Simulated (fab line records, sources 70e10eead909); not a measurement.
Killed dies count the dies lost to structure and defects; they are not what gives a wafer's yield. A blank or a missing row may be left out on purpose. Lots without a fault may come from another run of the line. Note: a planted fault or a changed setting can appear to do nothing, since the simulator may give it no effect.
A struck lot beside a sound one -- flow nand_harc -- 15 steps out of a route of 1302
Sound: these wafers, L827.2, L827.3, L827.6. Struck: wafers L835.2, L835.3, L835.6. At the end, the cause is stated.
Per side, at each step with rows, come the tool, then ch with its chambers, and then its first start. Under that, the readings that differ: sound wafers -- struck wafers -- difference of the means -- sigmas: that difference in standard deviations of wafers without a fault.
alike: readings whose means differ by less than 2 such deviations, and words and numbers that are the same on both sides. not compared: withheld readings, readings that some wafer has no value for, bounds like >300 that may hide the same value, and numbers for which the record gives no deviation and whose values overlap.
Wherever a step has rows on one side only, a row that says differs or no value, or a row with sigmas, the two part there. Numbers that have no deviation but don't overlap get no sigmas and don't part them. A reading that every wafer of one side lacks parts them only if that side has two wafers or more.

first, 4 steps without rows for these wafers: NHARC_A_DECK1_JOINT_CURE_26 (time 32 s); NHARC_A_DECK1_JOINT_ANNEAL_27 (time 3600 s); NHARC_A_DECK1_JOINT_ANNEAL_28 (time 1800 s); NHARC_A_DECK1_JOINT_ANNEAL_29 (time 1800 s).
NHARC_A_DECK1_JOINT_CMP_02: polishes SiOx.
  sound on cmp-02 ch 0,1,3, day 13 14:04; struck on cmp-04 ch 0,2, day 16 22:40
  alike: edge_zone_pressure_frac, motor_current_A
  not compared: pad_life_wafers
after that, 1 step had no rows for these wafers: NHARC_A_DECK1_JOINT_SRD_15.
NHARC_A_DECK1_JOINT_DEP_16: deposits SiO2, target thk 45 nm.
  sound on pecvd-04 ch 0,1,2, day 13 14:24; struck on pecvd-01 ch 0,1, day 16 23:04
  alike: heater_power_w, throttle_valve_pct
NHARC_A_DECK1_JOINT_THK_MEAS_17: measures by ellipsometry.
  sound on film_metro-01 at day 13 14:41; struck on film_metro-01 at day 16 23:20
  alike: thk_nm
NHARC_A_DECK1_JOINT_INSPECT_05:
  sound on defect_inspect-01 at day 13 14:43; struck on defect_inspect-01 at day 16 23:23
  alike: raw_defect_count
then, no rows for these wafers at 1 step: NHARC_A_ONON_D2_DEP_00 (target thk 1000 nm).
NHARC_A_ONON_D2_THK_MEAS_02: measures by ellipsometry.
  sound on film_metro-02 at day 13 15:18; struck on film_metro-01 at day 16 23:58
  alike: thk_nm
NHARC_A_ONON_D2_DEP_03: target thk 1000 nm.
  sound on pecvd_onon-01 ch 0, day 13 15:25; struck on pecvd_onon-01 ch 0, day 17 00:04
  alike: sih4_flow_sccm
NHARC_A_ONON_D2_THK_MEAS_05: measures by ellipsometry.
  sound on film_metro-02 at day 13 15:52; struck on film_metro-01 at day 17 00:32
reading,sound,struck,difference,sigmas
thk_nm (nm),992 993 992,659 658 659,-334,-33
then, no rows for these wafers at 1 step: NHARC_A_ONON_D2_DEP_06 (target thk 1000 nm).
-- jump in the record: it breaks off in module A_ONON_D2 and resumes in module END (first step shown: number 1302 of the route), and 12 days separate the struck wafers' starts before and after --
NHARC_END_SORT_01:
  the record has rows for the struck wafers here (prober-01 ch 0, day 29 04:22) and none for the sound ones

## WHERE THEY PART
Earliest at NHARC_A_ONON_D2_THK_MEAS_05; latest, in this record, at NHARC_END_SORT_01.

WHY: whatever the simulator had introduced
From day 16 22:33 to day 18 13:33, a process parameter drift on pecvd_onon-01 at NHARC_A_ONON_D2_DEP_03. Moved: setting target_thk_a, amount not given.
